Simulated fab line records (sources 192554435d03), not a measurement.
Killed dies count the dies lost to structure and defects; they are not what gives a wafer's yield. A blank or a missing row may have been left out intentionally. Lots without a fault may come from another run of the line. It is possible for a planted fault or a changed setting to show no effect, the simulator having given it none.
3 desks, one fault | flow n5Finfet | what lay behind the numbers comes last; until then each desk has only its own

## FOR THE TOOL OWNER'S DESK: rieDiel-02
The tool's own readings at N5_BEOL_M1_DESCUM_33 (chemistry O2, time 7 s): means of the sampled wafers that have a number, for each lot that ran on this tool. A lot is out of limits, marked OUT, if its mean lies more than 4 standard deviations from the usual mean; the brackets give that distance.
Columns: A = drypumpMotorCurrentA at N5_BEOL_M1_DESCUM_33, usual 5.9 A; B = oesProductAu at N5_BEOL_M1_DESCUM_33, usual 0.80 a.u.; C = rfVppV at N5_BEOL_M1_DESCUM_33, usual 243.0 V; D = showerheadPlenumPTorr at N5_BEOL_M1_DESCUM_33, usual 2.09 Torr; E = throttleValvePct at N5_BEOL_M1_DESCUM_33, usual 20.44 %
lot  | first seen here | A   | B    | C     | D    | E
L721 | day 8 09:43     | 6.3 | 0.72 | 241.2 | 2.00 | 20.48
L722 | day 8 17:41     | 5.5 | 0.91 | 243.6 | 2.14 | 20.36
L726 | day 9 19:52     | 6.1 | 0.77 | 242.0 | 2.02 | 20.40
L729 | day 10 17:20    | 5.7 | 0.83 | 244.1 | 2.12 | 20.49
Result from this desk: across the 4 lots, nothing is out of limits.

## THE METROLOGY DESK
What the gauges read for every lot (on any tool): the sampled wafers with a number, averaged. A lot is out of limits, marked OUT, if its mean lies more than 4 standard deviations from the usual mean; the brackets give that distance. 7 of its 12 readings are shown, namely those furthest out on some lot.
Columns: A = V0_OVL at N5_BEOL_M1_OVL_MEAS_29, usual 0.3 nm; B = DIBL_N at N5_BEOL_M4_RC_MEAS_101, usual 37.1 mV/V; C = DIBL_P at N5_BEOL_M4_RC_MEAS_101, usual 37.2 mV/V; D = IOFF_P at N5_BEOL_M4_RC_MEAS_101, usual 0.22 nA/um; E = ION_N at N5_BEOL_M4_RC_MEAS_101, usual 680 uA/um; F = ION_P at N5_BEOL_M4_RC_MEAS_101, usual 464 uA/um; G = VT_P at N5_BEOL_M4_RC_MEAS_101, usual -251 mV
lot  | first seen here | A    | B    | C    | D    | E   | F   | G
L721 | day 8 09:36     | 0.4  | 38.3 | 38.2 | 0.23 | 688 | 466 | -249
L722 | day 8 17:34     | -0.4 | 35.6 | 37.9 | 0.21 | 665 | 458 | -254
L726 | day 9 19:44     | 0.4  | 39.3 | 39.2 | 0.20 | 684 | 459 | -254
L727 | day 10 01:39    | 0.6  | 35.9 | 36.3 | 0.18 | 674 | 454 | -255
L729 | day 10 17:13    | -0.1 | 36.9 | 36.1 | 0.20 | 676 | 463 | -252
L734 | day 12 00:00    | 0.2  | 38.1 | 37.2 | 0.20 | 672 | 459 | -250
Result from this desk: across the 6 lots, nothing is out of limits.

## THE DEFECT DESK
What the inspections along the route counted, lot by lot: means of the sampled wafers that have a number. A lot is out of limits, marked OUT, if its mean lies more than 4 standard deviations from the usual mean; the brackets give that distance.
Columns: A = rawDefectCount at N5_BEOL_M1_INSPECT_30, usual 419
lot  | first seen here | A
L721 | day 8 09:41     | 335
L722 | day 8 17:39     | 486
L726 | day 9 19:49     | 426
L727 | day 10 01:44    | 500
L729 | day 10 17:18    | 435
L734 | day 12 00:05    | 475
Result from this desk: across the 6 lots, nothing is out of limits.

## PUT TOGETHER
Nothing out of limits was seen by the tool owner's desk.
From the metrology desk's view, nothing was out of limits.
Nothing the defect desk looked at was out of limits.

## WHAT HAD BEEN PUT IN BY THE SIMULATOR
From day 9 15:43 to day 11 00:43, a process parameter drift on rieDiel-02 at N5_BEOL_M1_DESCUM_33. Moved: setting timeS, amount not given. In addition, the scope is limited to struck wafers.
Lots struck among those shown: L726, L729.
